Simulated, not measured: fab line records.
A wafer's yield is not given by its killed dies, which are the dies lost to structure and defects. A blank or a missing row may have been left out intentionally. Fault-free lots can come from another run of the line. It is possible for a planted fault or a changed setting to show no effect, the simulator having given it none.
Lot-split experiment + flow n5_finfet + on a route of 1938 steps: 7 lots, 21 wafers read

ON THE SPLIT
At N5_MOL_CONTACT_COAG_COAT_76 (time 60 s, resist thk 10 nm), the setting spin_rpm was moved away from the recipe's 1500 rpm on 7 of the 21 wafers read, by -9.5% to -7.4%. The other wafers ran this setting at the recipe's value.

The reading is taken at the split's own step.

THE READING
SiARC_of_MOL_CONTACT_COAG_COAT_76.thk_nm (the simulator's own value, which no gauge read), in nm, at N5_MOL_CONTACT_COAG_COAT_76 (time 60 s, resist thk 10 nm). There is no usual value for it anywhere in the file.

| wafer  | tool, chamber at the split | spin_rpm as run, rpm | against the recipe | SiARC_of_MOL_CONTACT_COAG_COAT_76.thk_nm, nm | against lot-mates on the recipe |
|--------|----------------------------|----------------------|--------------------|----------------------------------------------|---------------------------------|
| L081.1 | litho_track-04, 0          | 1500                 | recipe             | 10                                           | -                               |
| L081.2 | litho_track-04, 0          | 1500                 | recipe             | 10                                           | -                               |
| L081.3 | litho_track-04, 0          | 1500                 | recipe             | 10                                           | -                               |
| L082.2 | litho_track-03, 0          | 1500                 | recipe             | 10                                           | -                               |
| L082.4 | litho_track-03, 0          | 1500                 | recipe             | 10                                           | -                               |
| L082.6 | litho_track-03, 0          | 1500                 | recipe             | 10                                           | -                               |
| L083.3 | litho_track-04, 0          | 1363                 | -9.1%              | 10.4                                         | +0.4                            |
| L083.6 | litho_track-04, 0          | 1363                 | -9.1%              | 10.4                                         | +0.4                            |
| L083.4 | litho_track-04, 0          | 1500                 | recipe             | 10                                           | -                               |
| L086.1 | litho_track-05, 0          | 1500                 | recipe             | 10                                           | -                               |
| L086.2 | litho_track-05, 0          | 1500                 | recipe             | 10                                           | -                               |
| L086.3 | litho_track-05, 0          | 1500                 | recipe             | 10                                           | -                               |
| L087.1 | litho_track-05, 0          | 1500                 | recipe             | 10                                           | -                               |
| L087.2 | litho_track-05, 0          | 1357                 | -9.5%              | 10.6                                         | +0.6                            |
| L087.3 | litho_track-05, 0          | 1357                 | -9.5%              | 10.6                                         | +0.6                            |
| L088.1 | litho_track-04, 0          | 1389                 | -7.4%              | 10.4                                         | +0.4                            |
| L088.4 | litho_track-04, 0          | 1500                 | recipe             | 10                                           | -                               |
| L088.6 | litho_track-04, 0          | 1500                 | recipe             | 10                                           | -                               |
| L090.2 | litho_track-03, 0          | 1384                 | -7.7%              | 10.4                                         | +0.4                            |
| L090.6 | litho_track-03, 0          | 1384                 | -7.7%              | 10.4                                         | +0.4                            |
| L090.4 | litho_track-03, 0          | 1500                 | recipe             | 10                                           | -                               |

THE FIT
A straight line over all 21 wafers: SiARC_of_MOL_CONTACT_COAG_COAT_76.thk_nm changes by -0.0534 nm for each +1% of spin_rpm; r = -0.98; the points scatter about the line by 0.041 nm.
The same after taking each lot's own level away (the mean of its wafers on the recipe; 21 wafers): -0.0534 nm for each +1%; r = -0.98; scatter 0.041 nm.
That fit puts the effect of the largest move of spin_rpm on the reading at 0.51 nm.
The lots' own levels span 10.00 to 10.00 nm.
The two slopes agree, so the slope changes little with the lot-to-lot level.
Check: for one of the wafers moved furthest among these (-9.5%), held out of the fit, the line's prediction against its lot-mates is +0.489 nm. Against them it came out at +0.6 nm.

THESE WAFERS: OTHER SPLITS
These wafers also went through other splits before the reading. Each is held against what the fit with the lots' levels taken away leaves over:
| other split on the same wafers       | wafers away from the commonest value | r with SiARC_of_MOL_CONTACT_COAG_COAT_76.thk_nm (lot level and that fit taken away) |
|--------------------------------------|--------------------------------------|-------------------------------------------------------------------------------------|
| N5_SD_EPI_N_DESCUM_14 time_s         | 6                                    | -0.22                                                                               |
| N5_SDB_COAT_03 spin_rpm              | 5                                    | +0.15                                                                               |
| N5_SDB_ETCH_18 source_w              | 8                                    | -0.13                                                                               |
| N5_MOL_CONTACT_COAG_COAT_58 spin_rpm | 9                                    | -0.17                                                                               |
| N5_MOL_CONTACT_COAG_COAT_02 spin_rpm | 9                                    | +0.14                                                                               |

THE FILE'S OWN FIT
SiARC_of_MOL_CONTACT_COAG_COAT_76.thk_nm changes by -0.0534 nm for each +1% of spin_rpm, r = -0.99.
